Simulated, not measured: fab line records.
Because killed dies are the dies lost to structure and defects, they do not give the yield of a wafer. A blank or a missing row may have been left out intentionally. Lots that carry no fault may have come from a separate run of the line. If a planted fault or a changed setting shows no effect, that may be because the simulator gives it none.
What tool caused it? :: flow n5 finfet :: 24 lots, 72 wafers sampled, at 6 steps of a route of 1938

## WHAT THE GAUGES READ, wafer by wafer
N5_BEOL_M15_THK_MEAS_50: measures by xrf.
lot: L074
measured: day 12 06:09
on: film metro-02
M15_THK (nm): 861 864 861

lot: L075
measured: day 12 11:21
on: film metro-01
M15_THK (nm): 909 830 850

lot: L077
measured: day 12 19:59
on: film metro-01
M15_THK (nm): 841 827 815

lot: L076
measured: day 13 04:14
on: film metro-02
M15_THK (nm): 831 851 926

lot: L079
measured: day 13 12:11
on: film metro-01
M15_THK (nm): 837 830 833

lot: L080
measured: day 13 15:23
on: film metro-02
M15_THK (nm): 832 840 827

lot: L081
measured: day 13 18:00
on: film metro-01
M15_THK (nm): 843 821 830

lot: L082
measured: day 14 07:37
on: film metro-01
M15_THK (nm): 847 842 833

lot: L078
measured: day 14 11:56
on: film metro-01
M15_THK (nm): 826 839 836

lot: L083
measured: day 14 16:22
on: film metro-01
M15_THK (nm): 865 832 833

lot: L084
measured: day 14 21:38
on: film metro-01
M15_THK (nm): 823 857 835

lot: L085
measured: day 15 12:27
on: film metro-01
M15_THK (nm): 826 840 854

lot: L086
measured: day 15 12:43
on: film metro-02
M15_THK (nm): 831 807 840

lot: L088
measured: day 15 19:38
on: film metro-01
M15_THK (nm): 859 833 827

lot: L087
measured: day 16 03:46
on: film metro-01
M15_THK (nm): 841 860 838

lot: L090
measured: day 16 17:49
on: film metro-01
M15_THK (nm): 824 861 927

lot: L089
measured: day 17 01:47
on: film metro-02
M15_THK (nm): 836 839 840

lot: L091
measured: day 17 02:05
on: film metro-02
M15_THK (nm): 827 847 845

lot: L092
measured: day 17 14:01
on: film metro-02
M15_THK (nm): 813 858 825

lot: L095
measured: day 17 20:32
on: film metro-01
M15_THK (nm): 823 833 919

lot: L094
measured: day 18 01:32
on: film metro-01
M15_THK (nm): 851 857 822

lot: L093
measured: day 18 01:46
on: film metro-01
M15_THK (nm): 907 920 823

lot: L096
measured: day 18 06:28
on: film metro-02
M15_THK (nm): 841 842 817

lot: L097
measured: day 18 14:09
on: film metro-02
M15_THK (nm): 904 829 817

N5_MIM_BOT_LITHO_CD_MEAS_08: target cd 3000 nm.
lot: L074
measured: day 12 10:18
on: cd sem-03
cd nm (nm): 2998.2 3002.4 3002.4

lot: L075
measured: day 12 16:54
on: cd sem-03
cd nm (nm): 3000.9 3000.2 2999.8

lot: L077
measured: day 13 02:50
on: cd sem-01
cd nm (nm): 2998.8 3001.8 2998.4

lot: L076
measured: day 13 09:39
on: cd sem-01
cd nm (nm): 3000.5 2999.3 3003.5

lot: L079
measured: day 13 16:47
on: cd sem-03
cd nm (nm): 3001.6 2998.1 2998.9

lot: L080
measured: day 13 20:32
on: cd sem-03
cd nm (nm): 2999.3 3000.8 3004.4

lot: L081
measured: day 13 22:31
on: cd sem-02
cd nm (nm): 2998.8 3001.3 3000.9

lot: L082
measured: day 14 10:57
on: cd sem-02
cd nm (nm): 3004.5 3002.4 2997.4

lot: L078
measured: day 14 20:22
on: cd sem-03
cd nm (nm): 2999.4 2996.4 2995.5

lot: L083
measured: day 14 21:28
on: cd sem-01
cd nm (nm): 3001.9 2999.8 2999.2

lot: L084
measured: day 15 02:04
on: cd sem-03
cd nm (nm): 2997.6 2999.3 3001.2

lot: L085
measured: day 15 18:40
on: cd sem-01
cd nm (nm): 3001.3 2997.8 3001.3

lot: L086
measured: day 15 18:44
on: cd sem-01
cd nm (nm): 3001.6 2999.0 2999.7

lot: L088
measured: day 16 01:19
on: cd sem-01
cd nm (nm): 3001.8 3000.5 3001.5

lot: L087
measured: day 16 07:05
on: cd sem-01
cd nm (nm): 2999.2 2997.9 2998.7

lot: L090
measured: day 17 01:25
on: cd sem-03
cd nm (nm): 2993.7 2998.0 2997.6

lot: L089
measured: day 17 05:58
on: cd sem-02
cd nm (nm): 3001.8 2995.9 3000.0

lot: L091
measured: day 17 06:56
on: cd sem-03
cd nm (nm): 2997.7 2995.6 2998.4

lot: L092
measured: day 17 19:39
on: cd sem-03
cd nm (nm): 2998.7 2998.6 3000.0

lot: L095
measured: day 18 01:16
on: cd sem-01
cd nm (nm): 2997.9 2997.4 2999.4

lot: L094
measured: day 18 06:35
on: cd sem-01
cd nm (nm): 2998.9 2999.4 2999.7

lot: L093
measured: day 18 06:38
on: cd sem-02
cd nm (nm): 3000.9 3004.9 2999.2

lot: L096
measured: day 18 12:23
on: cd sem-01
cd nm (nm): 2998.5 2998.3 2996.5

lot: L097
measured: day 18 18:41
on: cd sem-01
cd nm (nm): 3000.6 2999.6 2999.8

N5_PASSIVATION_CD_MEAS_10: target cd 3000 nm.
lot: L074
measured: day 12 13:59
on: cd sem-03
cd nm (nm): 2998 3001 3002

lot: L075
measured: day 12 18:34
on: cd sem-01
cd nm (nm): 3004 2997 3003

lot: L077
measured: day 13 05:48
on: cd sem-01
cd nm (nm): 3002 3005 2997

lot: L076
measured: day 13 12:55
on: cd sem-01
cd nm (nm): 2998 3001 3006

lot: L079
measured: day 13 18:52
on: cd sem-02
cd nm (nm): 3004 2995 3000

lot: L080
measured: day 14 00:14
on: cd sem-01
cd nm (nm): 3005 3002 3003

lot: L081
measured: day 14 00:32
on: cd sem-03
cd nm (nm): 3000 3005 3003

lot: L082
measured: day 14 12:34
on: cd sem-01
cd nm (nm): 3002 3001 3000

lot: L078
measured: day 14 22:33
on: cd sem-03
cd nm (nm): 3001 3000 3003

lot: L083
measured: day 15 00:01
on: cd sem-01
cd nm (nm): 3002 2999 3002

lot: L084
measured: day 15 03:53
on: cd sem-02
cd nm (nm): 3002 2996 2999

lot: L085
measured: day 15 22:52
on: cd sem-03
cd nm (nm): 3003 3005 3009

lot: L086
measured: day 15 23:10
on: cd sem-02
cd nm (nm): 3003 3001 3003

lot: L088
measured: day 16 02:53
on: cd sem-03
cd nm (nm): 3000 3002 3002

lot: L087
measured: day 16 09:51
on: cd sem-01
cd nm (nm): 2998 2997 3005

lot: L090
measured: day 17 03:09
on: cd sem-01
cd nm (nm): 2997 2999 2999

lot: L089
measured: day 17 07:43
on: cd sem-03
cd nm (nm): 3002 2997 2999

lot: L091
measured: day 17 08:38
on: cd sem-01
cd nm (nm): 3004 3010 3006

lot: L092
measured: day 17 21:42
on: cd sem-01
cd nm (nm): 2996 2998 3000

lot: L095
measured: day 18 02:46
on: cd sem-02
cd nm (nm): 2996 3000 3002

lot: L094
measured: day 18 10:53
on: cd sem-01
cd nm (nm): 3003 3004 3003

lot: L093
measured: day 18 10:13
on: cd sem-03
cd nm (nm): 3002 3003 3000

lot: L096
measured: day 18 14:55
on: cd sem-01
cd nm (nm): 3003 3001 3007

lot: L097
measured: day 18 21:05
on: cd sem-03
cd nm (nm): 3000 2998 2998

## WHAT TOOL EACH LOT RAN ON (gives the tool, then ch and the chambers of the sampled wafers, and finally the start)
lot: L074
N5_BEOL_M15_STRIP_37: rie diel-01 ch 0,2,3, day 12 06:09 or earlier
N5_BEOL_M15_DEP_53: pecvd-04 ch 0,1,2, day 12 06:13
N5_MIM_TOP_ALD_02: ald hk-01 ch 0,2,3, day 12 10:18 or earlier

lot: L075
N5_BEOL_M15_STRIP_37: rie diel-03 ch 0,2,3, day 12 11:21 or earlier
N5_BEOL_M15_DEP_53: pecvd-01 ch 0,1, day 12 11:25
N5_MIM_TOP_ALD_02: ald hk-02 ch 0,1,3, day 12 16:54 or earlier

lot: L077
N5_BEOL_M15_STRIP_37: rie diel-03 ch 1,2,3, day 12 19:59 or earlier
N5_BEOL_M15_DEP_53: pecvd-01 ch 0,1, day 12 20:03
N5_MIM_TOP_ALD_02: ald hk-02 ch 1,2, day 13 02:50 or earlier

lot: L076
N5_BEOL_M15_STRIP_37: rie diel-02 ch 1,2,3, day 13 04:14 or earlier
N5_BEOL_M15_DEP_53: pecvd-04 ch 0,1,2, day 13 04:17
N5_MIM_TOP_ALD_02: ald hk-02 ch 0,1,2, day 13 09:39 or earlier

lot: L079
N5_BEOL_M15_STRIP_37: rie diel-01 ch 0,2,3, day 13 12:11 or earlier
N5_BEOL_M15_DEP_53: pecvd-02 ch 1,2, day 13 12:14
N5_MIM_TOP_ALD_02: ald hk-01 ch 2,3, day 13 16:47 or earlier

lot: L080
N5_BEOL_M15_STRIP_37: rie diel-02 ch 0,1,2, day 13 15:23 or earlier
N5_BEOL_M15_DEP_53: pecvd-01 ch 0,1, day 13 15:27
N5_MIM_TOP_ALD_02: ald hk-01 ch 0,2,3, day 13 20:32 or earlier

lot: L081
N5_BEOL_M15_STRIP_37: rie diel-01 ch 0,3, day 13 18:00 or earlier
N5_BEOL_M15_DEP_53: pecvd-04 ch 0,1, day 13 18:04
N5_MIM_TOP_ALD_02: ald hk-03 ch 2,3, day 13 22:31 or earlier

lot: L082
N5_BEOL_M15_STRIP_37: rie diel-01 ch 0,1, day 14 07:37 or earlier
N5_BEOL_M15_DEP_53: pecvd-04 ch 1,2, day 14 07:42
N5_MIM_TOP_ALD_02: ald hk-01 ch 0,2, day 14 10:57 or earlier

lot: L078
N5_BEOL_M15_STRIP_37: rie diel-03 ch 0,1,2, day 14 11:56 or earlier
N5_BEOL_M15_DEP_53: pecvd-04 ch 0,1,2, day 14 12:00
N5_MIM_TOP_ALD_02: ald hk-01 ch 0,1, day 14 20:22 or earlier

lot: L083
N5_BEOL_M15_STRIP_37: rie diel-03 ch 0,1,2, day 14 16:22 or earlier
N5_BEOL_M15_DEP_53: pecvd-01 ch 0,1,2, day 14 16:26
N5_MIM_TOP_ALD_02: ald hk-03 ch 0,1,3, day 14 21:28 or earlier

lot: L084
N5_BEOL_M15_STRIP_37: rie diel-02 ch 1,2,3, day 14 21:38 or earlier
N5_BEOL_M15_DEP_53: pecvd-02 ch 0,1,2, day 14 21:41
N5_MIM_TOP_ALD_02: ald hk-03 ch 0,3, day 15 02:04 or earlier

lot: L085
N5_BEOL_M15_STRIP_37: rie diel-01 ch 0,2, day 15 12:27 or earlier
N5_BEOL_M15_DEP_53: pecvd-02 ch 0,2, day 15 12:31
N5_MIM_TOP_ALD_02: ald hk-02 ch 1,3, day 15 18:40 or earlier

lot: L086
N5_BEOL_M15_STRIP_37: rie diel-02 ch 2,3, day 15 12:43 or earlier
N5_BEOL_M15_DEP_53: pecvd-01 ch 0,2, day 15 12:47
N5_MIM_TOP_ALD_02: ald hk-01 ch 0,1, day 15 18:44 or earlier

lot: L088
N5_BEOL_M15_STRIP_37: rie diel-03 ch 0,1,2, day 15 19:38 or earlier
N5_BEOL_M15_DEP_53: pecvd-04 ch 0,1,2, day 15 19:42
N5_MIM_TOP_ALD_02: ald hk-02 ch 0,1,2, day 16 01:19 or earlier

lot: L087
N5_BEOL_M15_STRIP_37: rie diel-02 ch 1,3, day 16 03:46 or earlier
N5_BEOL_M15_DEP_53: pecvd-04 ch 1,2, day 16 03:50
N5_MIM_TOP_ALD_02: ald hk-03 ch 1,3, day 16 07:05 or earlier

lot: L090
N5_BEOL_M15_STRIP_37: rie diel-03 ch 0,1,3, day 16 17:49 or earlier
N5_BEOL_M15_DEP_53: pecvd-01 ch 0,1,2, day 16 17:52
N5_MIM_TOP_ALD_02: ald hk-03 ch 1,2,3, day 17 01:25 or earlier

lot: L089
N5_BEOL_M15_STRIP_37: rie diel-03 ch 0,1,2, day 17 01:47 or earlier
N5_BEOL_M15_DEP_53: pecvd-02 ch 0,1, day 17 01:52
N5_MIM_TOP_ALD_02: ald hk-03 ch 1,2,3, day 17 05:58 or earlier

lot: L091
N5_BEOL_M15_STRIP_37: rie diel-01 ch 0,1,2, day 17 02:05 or earlier
N5_BEOL_M15_DEP_53: pecvd-02 ch 0,1, day 17 02:09
N5_MIM_TOP_ALD_02: ald hk-01 ch 0,1,2, day 17 06:56 or earlier

lot: L092
N5_BEOL_M15_STRIP_37: rie diel-03 ch 0,1,3, day 17 14:01 or earlier
N5_BEOL_M15_DEP_53: pecvd-04 ch 0,2, day 17 14:06
N5_MIM_TOP_ALD_02: ald hk-03 ch 0,2,3, day 17 19:39 or earlier

lot: L095
N5_BEOL_M15_STRIP_37: rie diel-02 ch 0,1,3, day 17 20:32 or earlier
N5_BEOL_M15_DEP_53: pecvd-01 ch 0,1, day 17 20:35
N5_MIM_TOP_ALD_02: ald hk-03 ch 0,1,3, day 18 01:16 or earlier

lot: L094
N5_BEOL_M15_STRIP_37: rie diel-01 ch 0,2, day 18 01:32 or earlier
N5_BEOL_M15_DEP_53: pecvd-01 ch 0,1,2, day 18 01:37
N5_MIM_TOP_ALD_02: ald hk-02 ch 0,2,3, day 18 06:35 or earlier

lot: L093
N5_BEOL_M15_STRIP_37: rie diel-02 ch 0,2,3, day 18 01:46 or earlier
N5_BEOL_M15_DEP_53: pecvd-02 ch 1,2, day 18 01:50
N5_MIM_TOP_ALD_02: ald hk-01 ch 1,2, day 18 06:38 or earlier

lot: L096
N5_BEOL_M15_STRIP_37: rie diel-03 ch 1,2,3, day 18 06:28 or earlier
N5_BEOL_M15_DEP_53: pecvd-01 ch 0,1,2, day 18 06:32
N5_MIM_TOP_ALD_02: ald hk-01 ch 1,2, day 18 12:23 or earlier

lot: L097
N5_BEOL_M15_STRIP_37: rie diel-01 ch 0,2,3, day 18 14:09 or earlier
N5_BEOL_M15_DEP_53: pecvd-02 ch 1,2, day 18 14:13
N5_MIM_TOP_ALD_02: ald hk-01 ch 0,1,3, day 18 18:41 or earlier
- N5_BEOL_M15_STRIP_37: strips in O2.
- N5_BEOL_M15_DEP_53: deposits SiCN from 3MS/NH3, target thk 50 nm, time 17.8 s.
- N5_MIM_TOP_ALD_02: deposits Al2O3, purge time 3 s, co reactant pulse time 3 s.

## WHAT THE TOOLS THEMSELVES READ (means of the sampled wafers that have a number; where no wafer has one, the mark that the record gives instead)
N5_BEOL_M15_STRIP_37.
lot: L074
tool: rie diel-01
drypump motor current A (A): 6.0
oes product au (a.u.): 0.77
rf vpp V (V): 4.1
showerhead plenum p Torr (Torr): 2.10
throttle valve pct (%): 16.59

lot: L075
tool: rie diel-03
drypump motor current A (A): 6.1
oes product au (a.u.): 0.71
rf vpp V (V): 3.3
showerhead plenum p Torr (Torr): 2.12
throttle valve pct (%): 16.81

lot: L077
tool: rie diel-03
drypump motor current A (A): 6.3
oes product au (a.u.): 0.76
rf vpp V (V): 3.4
showerhead plenum p Torr (Torr): 2.09
throttle valve pct (%): 16.71

lot: L076
tool: rie diel-02
drypump motor current A (A): 5.7
oes product au (a.u.): 0.79
rf vpp V (V): 3.6
showerhead plenum p Torr (Torr): 2.07
throttle valve pct (%): 16.74

lot: L079
tool: rie diel-01
drypump motor current A (A): 6.0
oes product au (a.u.): 0.76
rf vpp V (V): 3.7
showerhead plenum p Torr (Torr): 2.10
throttle valve pct (%): 16.60

lot: L080
tool: rie diel-02
drypump motor current A (A): 6.0
oes product au (a.u.): 0.83
rf vpp V (V): 3.4
showerhead plenum p Torr (Torr): 2.12
throttle valve pct (%): 16.72

lot: L081
tool: rie diel-01
drypump motor current A (A): 6.1
oes product au (a.u.): 0.82
rf vpp V (V): 3.3
showerhead plenum p Torr (Torr): 2.08
throttle valve pct (%): 16.41

lot: L082
tool: rie diel-01
drypump motor current A (A): 6.1
oes product au (a.u.): 0.87
rf vpp V (V): 3.4
showerhead plenum p Torr (Torr): 2.06
throttle valve pct (%): 16.60

lot: L078
tool: rie diel-03
drypump motor current A (A): 5.9
oes product au (a.u.): 0.86
rf vpp V (V): 3.2
showerhead plenum p Torr (Torr): 2.07
throttle valve pct (%): 16.58

lot: L083
tool: rie diel-03
drypump motor current A (A): 5.9
oes product au (a.u.): 0.85
rf vpp V (V): 3.5
showerhead plenum p Torr (Torr): 2.07
throttle valve pct (%): 16.58

lot: L084
tool: rie diel-02
drypump motor current A (A): 5.7
oes product au (a.u.): 0.78
rf vpp V (V): 3.4
showerhead plenum p Torr (Torr): 2.06
throttle valve pct (%): 16.76

lot: L085
tool: rie diel-01
drypump motor current A (A): 6.1
oes product au (a.u.): 0.74
rf vpp V (V): 3.9
showerhead plenum p Torr (Torr): 2.13
throttle valve pct (%): 16.68

lot: L086
tool: rie diel-02
drypump motor current A (A): 5.8
oes product au (a.u.): 0.83
rf vpp V (V): 3.0
showerhead plenum p Torr (Torr): 2.12
throttle valve pct (%): 16.58

lot: L088
tool: rie diel-03
drypump motor current A (A): 5.9
oes product au (a.u.): 0.84
rf vpp V (V): 3.6
showerhead plenum p Torr (Torr): 2.07
throttle valve pct (%): 16.60

lot: L087
tool: rie diel-02
drypump motor current A (A): 5.8
oes product au (a.u.): 0.71
rf vpp V (V): 3.4
showerhead plenum p Torr (Torr): 1.98
throttle valve pct (%): 16.75

lot: L090
tool: rie diel-03
drypump motor current A (A): 5.9
oes product au (a.u.): 0.84
rf vpp V (V): 3.7
showerhead plenum p Torr (Torr): 2.10
throttle valve pct (%): 16.57

lot: L089
tool: rie diel-03
drypump motor current A (A): 5.8
oes product au (a.u.): 0.82
rf vpp V (V): 3.4
showerhead plenum p Torr (Torr): 2.07
throttle valve pct (%): 16.62

lot: L091
tool: rie diel-01
drypump motor current A (A): 6.1
oes product au (a.u.): 0.79
rf vpp V (V): 3.7
showerhead plenum p Torr (Torr): 2.09
throttle valve pct (%): 16.67

lot: L092
tool: rie diel-03
drypump motor current A (A): 5.8
oes product au (a.u.): 0.82
rf vpp V (V): 4.3
showerhead plenum p Torr (Torr): 2.09
throttle valve pct (%): 16.58

lot: L095
tool: rie diel-02
drypump motor current A (A): 6.1
oes product au (a.u.): 0.73
rf vpp V (V): 3.1
showerhead plenum p Torr (Torr): 2.03
throttle valve pct (%): 16.75

lot: L094
tool: rie diel-01
drypump motor current A (A): 6.1
oes product au (a.u.): 0.79
rf vpp V (V): 3.2
showerhead plenum p Torr (Torr): 2.10
throttle valve pct (%): 16.51

lot: L093
tool: rie diel-02
drypump motor current A (A): 6.1
oes product au (a.u.): 0.79
rf vpp V (V): 3.8
showerhead plenum p Torr (Torr): 2.09
throttle valve pct (%): 16.54

lot: L096
tool: rie diel-03
drypump motor current A (A): 6.3
oes product au (a.u.): 0.86
rf vpp V (V): 3.9
showerhead plenum p Torr (Torr): 2.08
throttle valve pct (%): 16.51

lot: L097
tool: rie diel-01
drypump motor current A (A): 6.0
oes product au (a.u.): 0.82
rf vpp V (V): 3.6
showerhead plenum p Torr (Torr): 2.09
throttle valve pct (%): 16.53

N5_BEOL_M15_DEP_53.
lot: L074
tool: pecvd-04
chamber pressure Torr (Torr): 3.004
showerhead plenum p Torr (Torr): 4.175
throttle valve pct (%): 18.2

lot: L075
tool: pecvd-01
chamber pressure Torr (Torr): 3.000
showerhead plenum p Torr (Torr): 4.199
throttle valve pct (%): 17.3

lot: L077
tool: pecvd-01
chamber pressure Torr (Torr): 3.002
showerhead plenum p Torr (Torr): 4.195
throttle valve pct (%): 17.2

lot: L076
tool: pecvd-04
chamber pressure Torr (Torr): 2.997
showerhead plenum p Torr (Torr): 4.178
throttle valve pct (%): 18.1

lot: L079
tool: pecvd-02
chamber pressure Torr (Torr): 2.999
showerhead plenum p Torr (Torr): 4.178
throttle valve pct (%): 17.9

lot: L080
tool: pecvd-01
chamber pressure Torr (Torr): 2.993
showerhead plenum p Torr (Torr): 4.197
throttle valve pct (%): 17.2

lot: L081
tool: pecvd-04
chamber pressure Torr (Torr): 2.999
showerhead plenum p Torr (Torr): 4.173
throttle valve pct (%): 18.7

lot: L082
tool: pecvd-04
chamber pressure Torr (Torr): 2.997
showerhead plenum p Torr (Torr): 4.180
throttle valve pct (%): 18.7

lot: L078
tool: pecvd-04
chamber pressure Torr (Torr): 3.001
showerhead plenum p Torr (Torr): 4.169
throttle valve pct (%): 18.2

lot: L083
tool: pecvd-01
chamber pressure Torr (Torr): 3.004
showerhead plenum p Torr (Torr): 4.185
throttle valve pct (%): 17.4

lot: L084
tool: pecvd-02
chamber pressure Torr (Torr): 3.004
showerhead plenum p Torr (Torr): 4.167
throttle valve pct (%): 17.9

lot: L085
tool: pecvd-02
chamber pressure Torr (Torr): 3.003
showerhead plenum p Torr (Torr): 4.170
throttle valve pct (%): 18.0

lot: L086
tool: pecvd-01
chamber pressure Torr (Torr): 2.998
showerhead plenum p Torr (Torr): 4.180
throttle valve pct (%): 17.8

lot: L088
tool: pecvd-04
chamber pressure Torr (Torr): 3.001
showerhead plenum p Torr (Torr): 4.178
throttle valve pct (%): 18.2

lot: L087
tool: pecvd-04
chamber pressure Torr (Torr): 3.001
showerhead plenum p Torr (Torr): 4.179
throttle valve pct (%): 18.8

lot: L090
tool: pecvd-01
chamber pressure Torr (Torr): 3.001
showerhead plenum p Torr (Torr): 4.186
throttle valve pct (%): 17.5

lot: L089
tool: pecvd-02
chamber pressure Torr (Torr): 2.998
showerhead plenum p Torr (Torr): 4.177
throttle valve pct (%): 17.9

lot: L091
tool: pecvd-02
chamber pressure Torr (Torr): 3.005
showerhead plenum p Torr (Torr): 4.171
throttle valve pct (%): 18.0

lot: L092
tool: pecvd-04
chamber pressure Torr (Torr): 2.995
showerhead plenum p Torr (Torr): 4.172
throttle valve pct (%): 17.8

lot: L095
tool: pecvd-01
chamber pressure Torr (Torr): 2.995
showerhead plenum p Torr (Torr): 4.191
throttle valve pct (%): 17.3

lot: L094
tool: pecvd-01
chamber pressure Torr (Torr): 3.002
showerhead plenum p Torr (Torr): 4.185
throttle valve pct (%): 17.4

lot: L093
tool: pecvd-02
chamber pressure Torr (Torr): 3.004
showerhead plenum p Torr (Torr): 4.180
throttle valve pct (%): 17.8

lot: L096
tool: pecvd-01
chamber pressure Torr (Torr): 2.999
showerhead plenum p Torr (Torr): 4.183
throttle valve pct (%): 17.4

lot: L097
tool: pecvd-02
chamber pressure Torr (Torr): 3.004
showerhead plenum p Torr (Torr): 4.176
throttle valve pct (%): 18.1

N5_MIM_TOP_ALD_02.
lot: L074
tool: ald hk-01
precursor pulse height rel: 1.001

lot: L075
tool: ald hk-02
precursor pulse height rel: 1.010

lot: L077
tool: ald hk-02
precursor pulse height rel: 0.991

lot: L076
tool: ald hk-02
precursor pulse height rel: 0.978

lot: L079
tool: ald hk-01
precursor pulse height rel: 0.995

lot: L080
tool: ald hk-01
precursor pulse height rel: 1.002

lot: L081
tool: ald hk-03
precursor pulse height rel: 0.994

lot: L082
tool: ald hk-01
precursor pulse height rel: 0.987

lot: L078
tool: ald hk-01
precursor pulse height rel: 1.001

lot: L083
tool: ald hk-03
precursor pulse height rel: 0.989

lot: L084
tool: ald hk-03
precursor pulse height rel: 0.975

lot: L085
tool: ald hk-02
precursor pulse height rel: 1.000

lot: L086
tool: ald hk-01
precursor pulse height rel: 0.996

lot: L088
tool: ald hk-02
precursor pulse height rel: 0.985

lot: L087
tool: ald hk-03
precursor pulse height rel: 0.995

lot: L090
tool: ald hk-03
precursor pulse height rel: 1.010

lot: L089
tool: ald hk-03
precursor pulse height rel: 0.997

lot: L091
tool: ald hk-01
precursor pulse height rel: 0.987

lot: L092
tool: ald hk-03
precursor pulse height rel: 1.008

lot: L095
tool: ald hk-03
precursor pulse height rel: 0.994

lot: L094
tool: ald hk-02
precursor pulse height rel: 1.009

lot: L093
tool: ald hk-01
precursor pulse height rel: 0.984

lot: L096
tool: ald hk-01
precursor pulse height rel: 0.993

lot: L097
tool: ald hk-01
precursor pulse height rel: 0.997

## THE ANSWER, worked out from the rows above alone
Rule: usual is defined by the lots themselves. Put in order of their means at a reading, lots are off if they are a third of the lots or fewer, leave a main group of 4 or more, and stand apart from it by a gap of 3 or more times the standard deviation of the main group's means; of several such gaps the widest counts. The tables above print the reading to a certain number of digits; a main group whose means all agree to those digits is not used. A lot without any number at a reading at which 4 lots or more have one is off too. Any other lot the step has rows for is counted as sound. First the gauges in route order, then the tools' own readings, where a lot's mean is used as printed above. At the first step where some lot is off, the reading lying furthest off is the one used; lots without a number count as furthest.
No lot is off on any of the readings shown, so nothing can be concluded from this.

## WHAT HAD BEEN PUT IN BY THE SIMULATOR
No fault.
